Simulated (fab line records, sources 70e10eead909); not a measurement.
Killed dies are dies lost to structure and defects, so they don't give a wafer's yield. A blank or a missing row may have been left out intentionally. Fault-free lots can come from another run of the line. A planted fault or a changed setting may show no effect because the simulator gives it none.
Problem report, 8D (eight disciplines) form, completed by code -- flow nand-harc -- the parts of the form that need people (team, actions taken, sign-off) are left out

== 1. PROBLEM STATEMENT ==
At NHARC_A_CONTACT_ETCH_76, oes-product-au averages 0.830 a.u. over 3 wafers from 3 lots, while fault-free wafers read 0.997 a.u., standard deviation 0.01. That puts it -17 standard deviations away from the usual mean.
The step: etches the open film in N2/H2, target depth 260 nm, time 475.3 s.
First observed at day 26 12:23: wafer L633.3, on rie-diel-10. Wafers with a number at this step in the record: 43, from 15 lots. Rule for "out" (also "out of limits"): further than 4 standard deviations from the usual mean. Any other wafer with a number is counted as sound.

== 2. WHAT IT IS, AND WHAT IT ISN'T ==
question,is,is not
which readings at this step,oes-product-au,"drypump-motor-current-A, n2-flow-sccm, rf-vpp-V, showerhead-plenum-p-Torr, throttle-valve-pct"
which lots,"L631, L632, L633","L620, L621, L622, L623, L626, L628, L629, L630, L640, L641, L642, L643"
which wafers of those lots,"L631.3, L632.3, L633.3","L631.5, L632.5, L632.6, L633.5"
read on which tools,rie-diel-10,"rie-diel-03, rie-diel-11"
when,from day 26 12:23,"up to then (25 sound wafers); but 15 sound wafers of L631, L632, L640, L641, L642, L643 came after"

== 3. THE SUSPECTS, EACH WITH WHAT RULES IT OUT ==
Counting: any tool at a process step up to the reading remains a suspect provided it ran every lot that is out. Sound lots after the first of them don't rule it out here, since some wafers of a struck lot are sound.
- rie-diel-10 at NHARC_A_CONTACT_ETCH_76 (etches the open film in N2/H2, target depth 260 nm, time 475.3 s): kept. Every lot that is out went through it, the first being L633 (day 26 12:23); the last sound lot it ran before that was L629 (day 25 15:59). Its own readings are out on those wafers: oes-product-au.
Remaining after the count: rie-diel-10 at NHARC_A_CONTACT_ETCH_76.

== 4. THE CAUSE (what the simulator had put in) ==
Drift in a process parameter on rie-diel-10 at NHARC_A_CONTACT_ETCH_76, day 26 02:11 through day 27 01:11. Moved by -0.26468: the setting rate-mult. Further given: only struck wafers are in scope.
After counting, this tool was the only one left.

== 5. THE EFFECT CHAIN, in route order ==
Each row: a reading where the mean over the struck wafers with a number is more than 3 standard deviations away from the usual. Scope: only readings with a usual standard deviation given in the record; hours: median across lots of the time from each lot's start at the first step in this table that gives one to its start at this step; sigmas: change in usual standard deviations.
hours,step,reading,usual,on struck wafers,change,sigmas
0,NHARC_A_CONTACT_ETCH_76,oes-product-au,0.997 a.u.,0.830,-0.167,-17
The process steps in it:
- NHARC_A_CONTACT_ETCH_76: etches the open film in N2/H2, target depth 260 nm, time 475.3 s.

== 6. WHAT WOULD HAVE CAUGHT IT SOONER ==
The fault began at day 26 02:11; the first out-of-limits reading in this record came at day 26 12:23, 10 hours later.
